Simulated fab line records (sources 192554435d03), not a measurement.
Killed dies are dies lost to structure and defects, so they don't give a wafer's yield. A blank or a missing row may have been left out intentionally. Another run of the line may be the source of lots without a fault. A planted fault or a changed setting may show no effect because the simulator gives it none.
Which tool did it? + flow n5_finfet + 24 lots, 72 wafers sampled, at 5 steps of a route of 1938

== WHAT EACH GAUGE READ, for each wafer ==
N5_BEOL_M0_SAQP_CD_MEAS_40 targets a cd of 30 nm. Usual: cd_nm reads 30.10 nm (standard deviation 0.25).
| lot  | measured     | on        | cd_nm (nm)        | flag |
|------|--------------|-----------|-------------------|------|
| L074 | day 5 21:32  | cd_sem-01 | 30.54 30.27 29.98 |      |
| L075 | day 5 23:35  | cd_sem-02 | 29.96 30.55 30.37 |      |
| L076 | day 6 07:00  | cd_sem-03 | 30.02 30.17 29.95 |      |
| L077 | day 6 08:45  | cd_sem-03 | 30.27 29.71 29.60 |      |
| L078 | day 6 13:53  | cd_sem-01 | 29.98 30.12 30.18 |      |
| L079 | day 6 21:13  | cd_sem-03 | 29.82 30.00 29.75 |      |
| L080 | day 7 08:37  | cd_sem-03 | 29.60 29.88 29.89 |      |
| L081 | day 7 13:13  | cd_sem-01 | 30.08 29.81 30.12 |      |
| L082 | day 7 20:28  | cd_sem-03 | 29.91 29.95 30.06 |      |
| L083 | day 7 22:29  | cd_sem-03 | 29.82 30.87 30.50 |      |
| L084 | day 8 05:04  | cd_sem-01 | 29.91 29.92 30.19 |      |
| L085 | day 8 14:23  | cd_sem-03 | 30.28 29.98 30.06 |      |
| L086 | day 8 23:10  | cd_sem-03 | 30.18 29.97 30.19 |      |
| L087 | day 9 02:40  | cd_sem-01 | 30.50 29.98 30.11 |      |
| L088 | day 9 08:23  | cd_sem-03 | 30.12 30.16 30.25 |      |
| L089 | day 9 10:53  | cd_sem-01 | 30.38 30.38 29.94 |      |
| L090 | day 9 15:03  | cd_sem-02 | 29.88 30.19 30.60 |      |
| L091 | day 10 03:38 | cd_sem-02 | 30.07 29.95 29.94 |      |
| L092 | day 10 08:14 | cd_sem-03 | 29.87 30.08 30.57 |      |
| L093 | day 10 08:36 | cd_sem-02 | 30.05 30.49 30.38 |      |
| L094 | day 10 19:58 | cd_sem-03 | 30.48 30.17 30.43 |      |
| L095 | day 11 02:07 | cd_sem-02 | 29.94 30.17 29.82 |      |
| L096 | day 11 04:10 | cd_sem-03 | 30.22 30.17 29.85 |      |
| L097 | day 11 08:26 | cd_sem-01 | 29.82 30.17 30.56 |      |

== WHAT TOOL EACH LOT RAN ON (gives the tool, then ch and the chambers of the sampled wafers, and finally the start) ==
| lot  | N5_BEOL_M0_SAQP_HM_DEP_02    | N5_BEOL_M0_SAQP_MANDREL_ETCH_20  | N5_BEOL_M0_SAQP_RECESS_114         | N5_BEOL_M0_SAQP_MANDREL_ETCH_103 |
|------|------------------------------|----------------------------------|------------------------------------|----------------------------------|
| L074 | pvd_sputter-01, day 5 15:59  | rie_si-04 ch 0,1,2, day 5 17:14  | vapor_etch-02 ch 0,1, day 5 17:28  | rie_si-04 ch 0,3, day 5 19:26    |
| L075 | pvd_sputter-01, day 5 18:52  | rie_si-03 ch 1,3, day 5 20:08    | vapor_etch-02 ch 0,1, day 5 20:22  | rie_si-03 ch 0,3, day 5 21:40    |
| L076 | pvd_sputter-02, day 6 01:59  | rie_si-01 ch 1,3, day 6 03:17    | vapor_etch-01 ch 0,1, day 6 03:31  | rie_si-01 ch 1,3, day 6 04:47    |
| L077 | pvd_sputter-03, day 6 03:59  | rie_si-03 ch 0,1,3, day 6 05:08  | vapor_etch-02 ch 0,1, day 6 05:26  | rie_si-03 ch 0,1,3, day 6 06:44  |
| L078 | pvd_sputter-02, day 6 09:14  | rie_si-01 ch 1,2, day 6 10:24    | vapor_etch-01 ch 0,1, day 6 10:38  | rie_si-01 ch 2,3, day 6 11:52    |
| L079 | pvd_sputter-01, day 6 16:34  | rie_si-03 ch 1,3, day 6 17:45    | vapor_etch-02 ch 0,1, day 6 17:59  | rie_si-03 ch 0,1,3, day 6 19:13  |
| L080 | pvd_sputter-01, day 7 02:41  | rie_si-01 ch 1,2,3, day 7 03:51  | vapor_etch-01 ch 1, day 7 04:05    | rie_si-01 ch 1,2,3, day 7 06:17  |
| L081 | pvd_sputter-01, day 7 08:05  | rie_si-04 ch 0,1,2, day 7 09:09  | vapor_etch-01 ch 0,1, day 7 09:38  | rie_si-01 ch 0,1,3, day 7 11:10  |
| L082 | pvd_sputter-01, day 7 15:14  | rie_si-03 ch 0,2,3, day 7 16:38  | vapor_etch-01 ch 0,1, day 7 17:19  | rie_si-01 ch 0,1, day 7 18:26    |
| L083 | pvd_sputter-02, day 7 17:37  | rie_si-03 ch 0,2,3, day 7 18:48  | vapor_etch-02 ch 0,1, day 7 19:02  | rie_si-03 ch 0,1,2, day 7 20:19  |
| L084 | pvd_sputter-02, day 8 00:15  | rie_si-04 ch 1,2, day 8 01:26    | vapor_etch-02 ch 0,1, day 8 01:40  | rie_si-04 ch 0,3, day 8 02:59    |
| L085 | pvd_sputter-01, day 8 08:50  | rie_si-03 ch 0,1,2, day 8 10:02  | vapor_etch-02 ch 0,1, day 8 10:23  | rie_si-04 ch 0,3, day 8 11:43    |
| L086 | pvd_sputter-03, day 8 16:18  | rie_si-03 ch 2,3, day 8 17:41    | vapor_etch-02 ch 0,1, day 8 17:55  | rie_si-01 ch 0,1, day 8 19:11    |
| L087 | pvd_sputter-02, day 8 20:05  | rie_si-03 ch 0,3, day 8 21:20    | vapor_etch-02 ch 0,1, day 8 21:41  | rie_si-01 ch 1,2,3, day 8 23:16  |
| L088 | pvd_sputter-03, day 9 02:13  | rie_si-03 ch 1,2,3, day 9 03:19  | vapor_etch-02 ch 0,1, day 9 03:32  | rie_si-01 ch 0,1,3, day 9 04:50  |
| L089 | pvd_sputter-03, day 9 05:48  | rie_si-01 ch 1,2, day 9 06:51    | vapor_etch-02 ch 0,1, day 9 07:07  | rie_si-03 ch 0,1, day 9 08:21    |
| L090 | pvd_sputter-01, day 9 10:12  | rie_si-01 ch 1,3, day 9 11:23    | vapor_etch-01 ch 0,1, day 9 11:50  | rie_si-01 ch 1,2, day 9 13:07    |
| L091 | pvd_sputter-03, day 9 22:26  | rie_si-04 ch 1,2,3, day 9 23:35  | vapor_etch-02 ch 0,1, day 9 23:49  | rie_si-04 ch 0,1,3, day 10 01:07 |
| L092 | pvd_sputter-03, day 10 01:47 | rie_si-01 ch 1,3, day 10 02:59   | vapor_etch-01 ch 1, day 10 03:26   | rie_si-01 ch 0,1, day 10 06:12   |
| L093 | pvd_sputter-01, day 10 02:55 | rie_si-03 ch 0,1, day 10 04:01   | vapor_etch-02 ch 0,1, day 10 04:22 | rie_si-04 ch 0,1,3, day 10 06:35 |
| L094 | pvd_sputter-01, day 10 15:04 | rie_si-03 ch 2,3, day 10 16:27   | vapor_etch-02 ch 0,1, day 10 16:50 | rie_si-04 ch 0,2, day 10 18:04   |
| L095 | pvd_sputter-03, day 10 20:22 | rie_si-01 ch 0,1,2, day 10 21:32 | vapor_etch-02 ch 0,1, day 10 21:46 | rie_si-04 ch 2,3, day 11 00:07   |
| L096 | pvd_sputter-02, day 10 22:52 | rie_si-03 ch 0,1,3, day 11 00:02 | vapor_etch-01 ch 1, day 11 00:34   | rie_si-04 ch 0,2, day 11 01:47   |
| L097 | pvd_sputter-02, day 11 03:20 | rie_si-04 ch 0,1,3, day 11 04:32 | vapor_etch-02 ch 0,1, day 11 04:53 | rie_si-04 ch 0,2,3, day 11 06:00 |
- N5_BEOL_M0_SAQP_HM_DEP_02: deposits TiN, target thk 12 nm.
- N5_BEOL_M0_SAQP_MANDREL_ETCH_20: etches a-Si in HBr/Cl2, stops on SiNx, target depth 60 nm, bt time 10 s, time 30 s.
- N5_BEOL_M0_SAQP_RECESS_114: chemistry HF/NH3, target SiO2, target depth 14.4 nm, afs cycles 3, sublimation time 60 s.
- N5_BEOL_M0_SAQP_MANDREL_ETCH_103: etches a-Si in HBr/Cl2, stops on SiCN, target depth 45 nm, bt time 10 s, time 27 s.

== AS READ BY THE TOOLS THEMSELVES (means over the sampled wafers that have a number; for cases with no such wafer, the mark the record gives instead) ==
N5_BEOL_M0_SAQP_HM_DEP_02. Usual: throttle_valve_pct reads 30.3 % (standard deviation 0.98).
| lot  | tool           | throttle_valve_pct (%) | flag |
|------|----------------|------------------------|------|
| L074 | pvd_sputter-01 | 30.4                   |      |
| L075 | pvd_sputter-01 | 29.7                   |      |
| L076 | pvd_sputter-02 | 30.0                   |      |
| L077 | pvd_sputter-03 | 30.9                   |      |
| L078 | pvd_sputter-02 | 30.3                   |      |
| L079 | pvd_sputter-01 | 29.7                   |      |
| L080 | pvd_sputter-01 | 29.7                   |      |
| L081 | pvd_sputter-01 | 29.6                   |      |
| L082 | pvd_sputter-01 | 29.0                   |      |
| L083 | pvd_sputter-02 | 30.5                   |      |
| L084 | pvd_sputter-02 | 29.8                   |      |
| L085 | pvd_sputter-01 | 30.4                   |      |
| L086 | pvd_sputter-03 | 30.2                   |      |
| L087 | pvd_sputter-02 | 30.2                   |      |
| L088 | pvd_sputter-03 | 31.1                   |      |
| L089 | pvd_sputter-03 | 30.9                   |      |
| L090 | pvd_sputter-01 | 29.7                   |      |
| L091 | pvd_sputter-03 | 30.9                   |      |
| L092 | pvd_sputter-03 | 30.6                   |      |
| L093 | pvd_sputter-01 | 29.5                   |      |
| L094 | pvd_sputter-01 | 29.4                   |      |
| L095 | pvd_sputter-03 | 30.9                   |      |
| L096 | pvd_sputter-02 | 30.0                   |      |
| L097 | pvd_sputter-02 | 31.4                   |      |

N5_BEOL_M0_SAQP_MANDREL_ETCH_20. Usual: chamber_pressure_mTorr 10.000 mTorr, standard deviation 0.01; drypump_motor_current_A 5.9 A, standard deviation 0.56; oes_product_au 0.771 a.u., standard deviation 0.014; throttle_valve_pct 35.4 %, standard deviation 0.31.
| lot  | tool      | chamber_pressure_mTorr (mTorr) | drypump_motor_current_A (A) | oes_product_au (a.u.) | throttle_valve_pct (%) | flag |
|------|-----------|--------------------------------|-----------------------------|-----------------------|------------------------|------|
| L074 | rie_si-04 | 9.992                          | 6.2                         | 0.796                 | 35.6                   |      |
| L075 | rie_si-03 | 10.002                         | 6.4                         | 0.777                 | 35.8                   |      |
| L076 | rie_si-01 | 10.002                         | 5.4                         | 0.773                 | 35.3                   |      |
| L077 | rie_si-03 | 10.001                         | 6.0                         | 0.771                 | 35.6                   |      |
| L078 | rie_si-01 | 9.999                          | 5.8                         | 0.766                 | 35.3                   |      |
| L079 | rie_si-03 | 10.001                         | 6.5                         | 0.776                 | 35.7                   |      |
| L080 | rie_si-01 | 9.996                          | 5.6                         | 0.757                 | 35.3                   |      |
| L081 | rie_si-04 | 9.995                          | 6.2                         | 0.791                 | 35.6                   |      |
| L082 | rie_si-03 | 10.011                         | 5.7                         | 0.771                 | 35.4                   |      |
| L083 | rie_si-03 | 10.007                         | 5.7                         | 0.759                 | 35.4                   |      |
| L084 | rie_si-04 | 9.995                          | 6.2                         | 0.792                 | 35.4                   |      |
| L085 | rie_si-03 | 10.008                         | 5.8                         | 0.765                 | 35.3                   |      |
| L086 | rie_si-03 | 9.990                          | 5.9                         | 0.783                 | 35.4                   |      |
| L087 | rie_si-03 | 10.003                         | 6.0                         | 0.767                 | 35.7                   |      |
| L088 | rie_si-03 | 9.995                          | 6.3                         | 0.775                 | 35.5                   |      |
| L089 | rie_si-01 | 10.008                         | 5.4                         | 0.764                 | 35.0                   |      |
| L090 | rie_si-01 | 10.007                         | 5.4                         | 0.766                 | 35.3                   |      |
| L091 | rie_si-04 | 9.998                          | 6.1                         | 0.783                 | 35.4                   |      |
| L092 | rie_si-01 | 10.009                         | 5.2                         | 0.766                 | 35.1                   |      |
| L093 | rie_si-03 | 10.008                         | 5.6                         | 0.762                 | 35.4                   |      |
| L094 | rie_si-03 | 10.006                         | 6.2                         | 0.768                 | 35.6                   |      |
| L095 | rie_si-01 | 9.999                          | 5.9                         | 0.763                 | 35.3                   |      |
| L096 | rie_si-03 | 9.990                          | 6.0                         | 0.767                 | 35.6                   |      |
| L097 | rie_si-04 | 10.005                         | 6.1                         | 0.789                 | 35.5                   |      |

N5_BEOL_M0_SAQP_RECESS_114. Usual: drypump_motor_current_A reads 5.8 A (standard deviation 0.43).
| lot  | tool          | drypump_motor_current_A (A) | flag |
|------|---------------|-----------------------------|------|
| L074 | vapor_etch-02 | 5.9                         |      |
| L075 | vapor_etch-02 | 5.9                         |      |
| L076 | vapor_etch-01 | 6.0                         |      |
| L077 | vapor_etch-02 | 5.6                         |      |
| L078 | vapor_etch-01 | 6.0                         |      |
| L079 | vapor_etch-02 | 5.5                         |      |
| L080 | vapor_etch-01 | 6.1                         |      |
| L081 | vapor_etch-01 | 6.0                         |      |
| L082 | vapor_etch-01 | 6.0                         |      |
| L083 | vapor_etch-02 | 5.6                         |      |
| L084 | vapor_etch-02 | 5.9                         |      |
| L085 | vapor_etch-02 | 5.5                         |      |
| L086 | vapor_etch-02 | 5.9                         |      |
| L087 | vapor_etch-02 | 5.9                         |      |
| L088 | vapor_etch-02 | 5.6                         |      |
| L089 | vapor_etch-02 | 5.9                         |      |
| L090 | vapor_etch-01 | 6.0                         |      |
| L091 | vapor_etch-02 | 5.5                         |      |
| L092 | vapor_etch-01 | 6.1                         |      |
| L093 | vapor_etch-02 | 5.9                         |      |
| L094 | vapor_etch-02 | 5.9                         |      |
| L095 | vapor_etch-02 | 5.9                         |      |
| L096 | vapor_etch-01 | 6.1                         |      |
| L097 | vapor_etch-02 | 5.5                         |      |

N5_BEOL_M0_SAQP_MANDREL_ETCH_103. Usual: chamber_pressure_mTorr 10.000 mTorr, standard deviation 0.01; drypump_motor_current_A 5.9 A, standard deviation 0.52; oes_product_au 0.683 a.u., standard deviation 0.014; throttle_valve_pct 35.4 %, standard deviation 0.32.
| lot  | tool      | chamber_pressure_mTorr (mTorr) | drypump_motor_current_A (A) | oes_product_au (a.u.) | throttle_valve_pct (%) | flag |
|------|-----------|--------------------------------|-----------------------------|-----------------------|------------------------|------|
| L074 | rie_si-04 | 9.995                          | 6.1                         | 0.695                 | 35.3                   |      |
| L075 | rie_si-03 | 10.000                         | 5.5                         | 0.668                 | 35.5                   |      |
| L076 | rie_si-01 | 10.007                         | 5.4                         | 0.669                 | 35.4                   |      |
| L077 | rie_si-03 | 10.006                         | 6.0                         | 0.675                 | 35.6                   |      |
| L078 | rie_si-01 | 10.001                         | 5.9                         | 0.672                 | 35.6                   |      |
| L079 | rie_si-03 | 10.011                         | 6.0                         | 0.677                 | 35.5                   |      |
| L080 | rie_si-01 | 10.005                         | 5.6                         | 0.675                 | 35.3                   |      |
| L081 | rie_si-01 | 10.003                         | 5.7                         | 0.672                 | 35.3                   |      |
| L082 | rie_si-01 | 10.001                         | 6.0                         | 0.681                 | 35.3                   |      |
| L083 | rie_si-03 | 10.004                         | 5.8                         | 0.678                 | 35.3                   |      |
| L084 | rie_si-04 | 9.995                          | 6.1                         | 0.696                 | 35.5                   |      |
| L085 | rie_si-04 | 9.996                          | 6.1                         | 0.692                 | 35.3                   |      |
| L086 | rie_si-01 | 10.001                         | 6.0                         | 0.668                 | 35.3                   |      |
| L087 | rie_si-01 | 10.000                         | 5.6                         | 0.681                 | 35.3                   |      |
| L088 | rie_si-01 | 9.992                          | 5.7                         | 0.670                 | 35.3                   |      |
| L089 | rie_si-03 | 9.997                          | 6.0                         | 0.683                 | 35.4                   |      |
| L090 | rie_si-01 | 10.000                         | 5.4                         | 0.668                 | 35.1                   |      |
| L091 | rie_si-04 | 9.995                          | 6.1                         | 0.695                 | 35.5                   |      |
| L092 | rie_si-01 | 10.001                         | 6.0                         | 0.675                 | 35.3                   |      |
| L093 | rie_si-04 | 9.996                          | 6.1                         | 0.695                 | 35.5                   |      |
| L094 | rie_si-04 | 9.993                          | 6.3                         | 0.698                 | 35.4                   |      |
| L095 | rie_si-04 | 9.993                          | 6.3                         | 0.687                 | 35.2                   |      |
| L096 | rie_si-04 | 10.005                         | 6.3                         | 0.702                 | 35.3                   |      |
| L097 | rie_si-04 | 10.006                         | 6.2                         | 0.696                 | 35.3                   |      |

== THE ANSWER, worked out from the rows above alone ==
Rule: lot off if the mean of its wafers having a number is beyond 3 standard deviations from the usual mean. A lot without any number at a reading at which 4 lots or more have one is off too. The other lots that the step has rows for count as sound. First the gauges in route order, then the tools' own readings, where a lot's mean is used as printed above. At the first step where some lot is off, the reading lying furthest off is the one used; lots without a number count as furthest.
None of the lots is off at any reading shown; this tells nothing.

== WHAT HAD BEEN PUT IN BY THE SIMULATOR ==
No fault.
